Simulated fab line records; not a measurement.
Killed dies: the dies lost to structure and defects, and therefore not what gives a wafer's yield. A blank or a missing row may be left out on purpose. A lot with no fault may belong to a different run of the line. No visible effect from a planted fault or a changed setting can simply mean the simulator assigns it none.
Chamber matching :: flow n5_finfet :: 4 sister chambers for N5_BEOL_M12_DESCUM_15 on rie_diel-02
The step chemistry O2, time 7.9 s. 16 wafers are shown with their chamber, then 8 later ones without.

## WAFERS PAIRED WITH THEIR CHAMBERS
wafer: L074.1
chamber: 2
showerhead_plenum_p_Torr (Torr): 2.14
oes_product_au (a.u.): 0.69
drypump_motor_current_A (A): 5.9

wafer: L074.2
chamber: 0
showerhead_plenum_p_Torr (Torr): 1.98
oes_product_au (a.u.): 0.69
drypump_motor_current_A (A): 5.7

wafer: L074.3
chamber: 1
showerhead_plenum_p_Torr (Torr): 2.14
oes_product_au (a.u.): 0.84
drypump_motor_current_A (A): 5.0

wafer: L077.3
chamber: 2
showerhead_plenum_p_Torr (Torr): 2.14
oes_product_au (a.u.): 0.69
drypump_motor_current_A (A): 5.9

wafer: L077.4
chamber: 1
showerhead_plenum_p_Torr (Torr): 2.14
oes_product_au (a.u.): 0.84
drypump_motor_current_A (A): 5.0

wafer: L077.6
chamber: 2
showerhead_plenum_p_Torr (Torr): 2.14
oes_product_au (a.u.): 0.69
drypump_motor_current_A (A): 6.0

wafer: L078.2
chamber: 0
showerhead_plenum_p_Torr (Torr): 1.98
oes_product_au (a.u.): 0.68
drypump_motor_current_A (A): 5.6

wafer: L078.4
chamber: 1
showerhead_plenum_p_Torr (Torr): 2.14
oes_product_au (a.u.): 0.82
drypump_motor_current_A (A): 5.0

wafer: L078.5
chamber: 3
showerhead_plenum_p_Torr (Torr): 2.11
oes_product_au (a.u.): 0.87
drypump_motor_current_A (A): 5.4

wafer: L081.1
chamber: 2
showerhead_plenum_p_Torr (Torr): 2.14
oes_product_au (a.u.): 0.69
drypump_motor_current_A (A): 5.9

wafer: L081.2
chamber: 1
showerhead_plenum_p_Torr (Torr): 2.14
oes_product_au (a.u.): 0.83
drypump_motor_current_A (A): 5.0

wafer: L081.5
chamber: 1
showerhead_plenum_p_Torr (Torr): 2.14
oes_product_au (a.u.): 0.82
drypump_motor_current_A (A): 5.0

wafer: L086.1
chamber: 2
showerhead_plenum_p_Torr (Torr): 2.13
oes_product_au (a.u.): 0.68
drypump_motor_current_A (A): 5.9

wafer: L086.2
chamber: 1
showerhead_plenum_p_Torr (Torr): 2.13
oes_product_au (a.u.): 0.81
drypump_motor_current_A (A): 5.0

wafer: L086.4
chamber: 1
showerhead_plenum_p_Torr (Torr): 2.13
oes_product_au (a.u.): 0.80
drypump_motor_current_A (A): 4.9

wafer: L089.3
chamber: 2
showerhead_plenum_p_Torr (Torr): 2.13
oes_product_au (a.u.): 0.68
drypump_motor_current_A (A): 5.9

SIGNATURES (means of the wafers above)
reading: showerhead_plenum_p_Torr
chamber 0: 1.9800
chamber 1: 2.1371
chamber 2: 2.1367
chamber 3: 2.1100
scatter within a chamber: 0.0048

reading: oes_product_au
chamber 0: 0.6850
chamber 1: 0.8229
chamber 2: 0.6867
chamber 3: 0.8700
scatter within a chamber: 0.0113

reading: drypump_motor_current_A
chamber 0: 5.650
chamber 1: 4.986
chamber 2: 5.917
chamber 3: 5.400
scatter within a chamber: 0.0427
Rule: for a wafer and a chamber, the distance is found by dividing, reading by reading, the gap between the wafer's reading and the chamber's mean by the reading's scatter, squaring, summing and taking the root. If the next closest chamber is less than 2 further off than the closest, the wafer can't be placed; otherwise it belongs to the closest. The scatter is the square root of a quotient: the sum, over the shown wafers, of each reading's squared deviation from its chamber's mean, divided by wafers minus chambers.

## WAFERS WITHOUT THEIR CHAMBER
wafer: L089.4
showerhead_plenum_p_Torr (Torr): 1.97
oes_product_au (a.u.): 0.67
drypump_motor_current_A (A): 5.7

wafer: L089.5
showerhead_plenum_p_Torr (Torr): 2.13
oes_product_au (a.u.): 0.69
drypump_motor_current_A (A): 5.9

wafer: L091.1
showerhead_plenum_p_Torr (Torr): 2.11
oes_product_au (a.u.): 0.84
drypump_motor_current_A (A): 5.4

wafer: L091.3
showerhead_plenum_p_Torr (Torr): 2.13
oes_product_au (a.u.): 0.80
drypump_motor_current_A (A): 5.0

wafer: L091.4
showerhead_plenum_p_Torr (Torr): 2.11
oes_product_au (a.u.): 0.84
drypump_motor_current_A (A): 5.4

wafer: L093.1
showerhead_plenum_p_Torr (Torr): 2.12
oes_product_au (a.u.): 0.79
drypump_motor_current_A (A): 5.0

wafer: L093.2
showerhead_plenum_p_Torr (Torr): 2.10
oes_product_au (a.u.): 0.82
drypump_motor_current_A (A): 5.4

wafer: L093.3
showerhead_plenum_p_Torr (Torr): 1.96
oes_product_au (a.u.): 0.67
drypump_motor_current_A (A): 5.7

## EACH ONE'S CHAMBER
wafer: L089.4
from the rows above: 0
in truth: 0

wafer: L089.5
from the rows above: 2
in truth: 2

wafer: L091.1
from the rows above: 3
in truth: 3

wafer: L091.3
from the rows above: 1
in truth: 1

wafer: L091.4
from the rows above: 3
in truth: 3

wafer: L093.1
from the rows above: 1
in truth: 1

wafer: L093.2
from the rows above: 3
in truth: 3

wafer: L093.3
from the rows above: 0
in truth: 0
8 of 8 placed correctly. Not placeable from these rows: 0. Wrongly placed: 0.
